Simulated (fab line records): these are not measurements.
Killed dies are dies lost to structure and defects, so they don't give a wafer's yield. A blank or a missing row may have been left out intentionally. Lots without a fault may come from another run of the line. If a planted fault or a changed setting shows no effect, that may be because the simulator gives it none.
Chamber matching -- flow nand_harc -- NHARC_A_SGD_CUT_DESCUM_14 on rie_diel-07 has 4 sister chambers
The step chemistry O2, time 3 s. 14 wafers are shown with their chamber, then 7 later ones without.

## EACH WAFER AND ITS CHAMBER
wafer,chamber,drypump_motor_current_A (A),oes_product_au (a.u.),throttle_valve_pct (%)
L076.1,2,6.5,1.008,11.320
L076.3,3,5.4,0.990,11.316
L076.6,3,5.4,1.000,11.310
L083.3,3,5.4,0.994,11.304
L083.5,0,5.9,0.995,11.291
L083.6,3,5.4,0.999,11.306
L085.1,1,6.2,0.991,11.307
L085.4,0,5.9,1.008,11.326
L085.6,1,6.2,1.006,11.300
L088.1,3,5.4,0.985,11.314
L088.2,0,5.9,0.994,11.305
L088.4,1,6.1,1.001,11.303
L089.2,3,5.4,0.985,11.308
L089.3,0,5.9,1.000,11.327

SIGNATURES (averages over the wafers above)
reading,chamber 0,chamber 1,chamber 2,chamber 3,scatter within a chamber
drypump_motor_current_A,5.900,6.167,6.500,5.400,0.0258
oes_product_au,0.99925,0.99933,1.00800,0.99217,0.00677
throttle_valve_pct,11.31225,11.30333,11.32000,11.30967,0.0102
Rule: a wafer's distance from a chamber is the root of the sum, over the readings, of the square of ((its reading less the chamber's mean) divided by the reading's scatter). If the next closest chamber is less than 2 further off than the closest, the wafer can't be placed; otherwise it belongs to the closest. How the scatter is found: for the shown wafers, subtract from each reading the mean of its chamber, square and add these, divide the total by (wafers less chambers), then take the root.

## WAFERS WITHOUT THEIR CHAMBER
wafer,drypump_motor_current_A (A),oes_product_au (a.u.),throttle_valve_pct (%)
L089.6,6.2,1.004,11.322
L092.2,6.2,0.976,11.316
L092.3,5.4,1.003,11.310
L092.5,6.5,0.998,11.314
L097.2,6.2,1.002,11.304
L097.3,6.5,1.010,11.311
L097.6,5.9,0.993,11.299

## WHICH CHAMBER EACH WENT THROUGH
wafer,from the rows above,in truth
L089.6,1,1
L092.2,1,1
L092.3,3,3
L092.5,2,2
L097.2,1,1
L097.3,2,2
L097.6,0,0
7 of 7 placed correctly. Number that these rows cannot place: 0. 0 placed wrongly.
